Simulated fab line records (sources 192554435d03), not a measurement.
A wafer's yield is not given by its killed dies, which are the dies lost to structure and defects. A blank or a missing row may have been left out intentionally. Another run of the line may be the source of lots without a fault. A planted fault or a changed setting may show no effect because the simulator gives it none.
2 desks looking at one fault	flow n5-finfet	what lay behind the numbers comes last; until then each desk has only its own

== THE TOOL OWNER'S DESK: rie-diel-06 ==
The tool's own readings at N5_BEOL_M15_TRENCH_ETCH_34 (etches SiO2 in C4F8/O2/Ar, target depth 872.93 nm, time 199 s): means of the sampled wafers that have a number, for each lot that ran on this tool. Marked OUT: a lot whose mean sits more than 4 standard deviations from the usual mean, which makes it out of limits; the brackets give that distance. Only the readings that lie furthest out on some lot appear, 7 of the 8 it has.
Columns: A = drypump-motor-current-A at N5_BEOL_M15_TRENCH_ETCH_34, usual 5.8 A; B = he-outer-torr at N5_BEOL_M15_TRENCH_ETCH_34, usual 30.00 Torr; C = oes_ar_750_au at N5_BEOL_M15_TRENCH_ETCH_34, usual 0.81 a.u.; D = rf-fwd-power-W at N5_BEOL_M15_TRENCH_ETCH_34, usual 1900 W; E = rf-vpp-V at N5_BEOL_M15_TRENCH_ETCH_34, usual 2220 V; F = showerhead-plenum-p-Torr at N5_BEOL_M15_TRENCH_ETCH_34, usual 3.44 Torr; G = throttle-valve-pct at N5_BEOL_M15_TRENCH_ETCH_34, usual 30.90 %
lot	first seen here	A	B	C	D	E	F	G
L643	day 11 05:57	5.4	30.01	0.83	1900	2234	3.46	30.84
L652	day 14 12:53	5.5	30.00	0.81	1893	2222	3.46	30.79
L657	day 15 18:38	5.6	29.97	0.81	1896	2214	3.46	30.68
Finding of this desk: none of the 3 lots has anything out of limits.

== FROM THE METROLOGY DESK ==
Means of the sampled wafers that have a number, per lot and without regard to the tool the lot ran on: this is what the gauges read. Marked OUT: a lot whose mean sits more than 4 standard deviations from the usual mean, which makes it out of limits; the brackets give that distance. 7 of its 12 readings are shown: the first one out of limits and those lying furthest out on some lot.
Columns: A = ION_N at N5_BEOL_M4_RC_MEAS_101, usual 675 uA/um; B = ION_P at N5_BEOL_M4_RC_MEAS_101, usual 464 uA/um; C = SS_P at N5_BEOL_M4_RC_MEAS_101, usual 73.4 mV/dec; D = VT_N at N5_BEOL_M4_RC_MEAS_101, usual 249.7 mV; E = VT_P at N5_BEOL_M4_RC_MEAS_101, usual -250 mV; F = M15_THK at N5_BEOL_M15_THK_MEAS_50, usual 843 nm; G = M15_RS at N5_BEOL_M15_RS_MEAS_54, usual 0.0215 ohm/sq
lot	first seen here	A	B	C	D	E	F	G
L643	day 7 21:17	673	462	72.9	250.1	-250	847	0.0216
L652	day 11 00:14	680	467	73.6	250.1	-250	682 (-12) OUT	0.0287 (+22) OUT
L657	day 11 18:33	672	464	74.0	250.1	-247	738 (-7.5) OUT	0.0261 (+14) OUT
L660	day 12 08:04	687	470	73.9	247.2	-246	850	0.0215
This desk reports L652, L657 out of limits; the earliest was L652 at day 14 18:28 (M15_THK at N5_BEOL_M15_THK_MEAS_50). L643, L660: within limits.

== TAKEN TOGETHER ==
L652, L657 would have let the metrology desk raise an alarm at day 14 18:28.
The tool owner's desk saw nothing out of limits.
On record at the tool owner's desk: L652, L657, within its limits.
On rie-diel-06, each named lot ran N5_BEOL_M15_TRENCH_ETCH_34.

== WHAT THE SIMULATOR PUT IN ==
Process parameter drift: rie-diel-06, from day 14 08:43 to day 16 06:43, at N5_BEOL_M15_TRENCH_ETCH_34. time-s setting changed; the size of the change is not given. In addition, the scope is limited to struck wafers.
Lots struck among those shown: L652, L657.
Time in hours between the start of the fault and the first out-of-limits reading at each desk: metrology desk, 10.
